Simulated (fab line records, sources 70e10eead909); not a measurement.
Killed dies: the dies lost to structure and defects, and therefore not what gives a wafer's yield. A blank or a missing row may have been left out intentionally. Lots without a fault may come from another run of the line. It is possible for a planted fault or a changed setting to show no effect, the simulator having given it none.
Matching of chambers + flow nand-harc + rie-diel-03 running NHARC_A_M0_DESCUM_14: 4 sister chambers
The step chemistry O2, time 3 s. 4 wafers are shown with their chamber, then 12 later ones without.

## WAFERS WITH THEIR CHAMBER
| wafer  | chamber | drypump-motor-current-A (A) |
|--------|---------|-----------------------------|
| L084.6 | 2       | 5.7                         |
| L086.1 | 1       | 6.3                         |
| L086.4 | 3       | 5.0                         |
| L086.5 | 0       | 6.0                         |

## WAFERS WITH NO CHAMBER GIVEN
| wafer  | drypump-motor-current-A (A) |
|--------|-----------------------------|
| L089.3 | 5.7                         |
| L089.5 | 4.9                         |
| L089.6 | 5.7                         |
| L095.1 | 6.3                         |
| L095.3 | 5.0                         |
| L095.4 | 5.6                         |
| L096.1 | 6.3                         |
| L096.4 | 5.7                         |
| L096.6 | 6.3                         |
| L097.1 | 6.0                         |
| L097.2 | 5.7                         |
| L097.5 | 5.9                         |

## WHICH CHAMBER EACH ONE RAN IN
| wafer  | from the rows above | in truth |
|--------|---------------------|----------|
| L089.3 | 2                   | 2        |
| L089.5 | 3                   | 3        |
| L089.6 | 2                   | 2        |
| L095.1 | 1                   | 1        |
| L095.3 | 3                   | 3        |
| L095.4 | 2                   | 2        |
| L096.1 | 1                   | 1        |
| L096.4 | 2                   | 2        |
| L096.6 | 1                   | 1        |
| L097.1 | 0                   | 0        |
| L097.2 | 2                   | 2        |
| L097.5 | 0                   | 0        |
Placed correctly: 12 of 12. From these rows, 0 cannot be placed. Number placed wrongly: 0.
How it was worked out, from the rows above alone: a wafer's distance from a chamber is the root of the sum, over the readings, of the square of ((its reading less the chamber's mean) divided by the reading's scatter). The wafer belongs to the nearest chamber; if the next one is less than 2 further off, it can't be placed. Each chamber's mean is taken over the wafers shown for it. The scatter: with one shown wafer a chamber, the root of the mean of the squares of how far each hidden wafer lies from its nearest shown one.
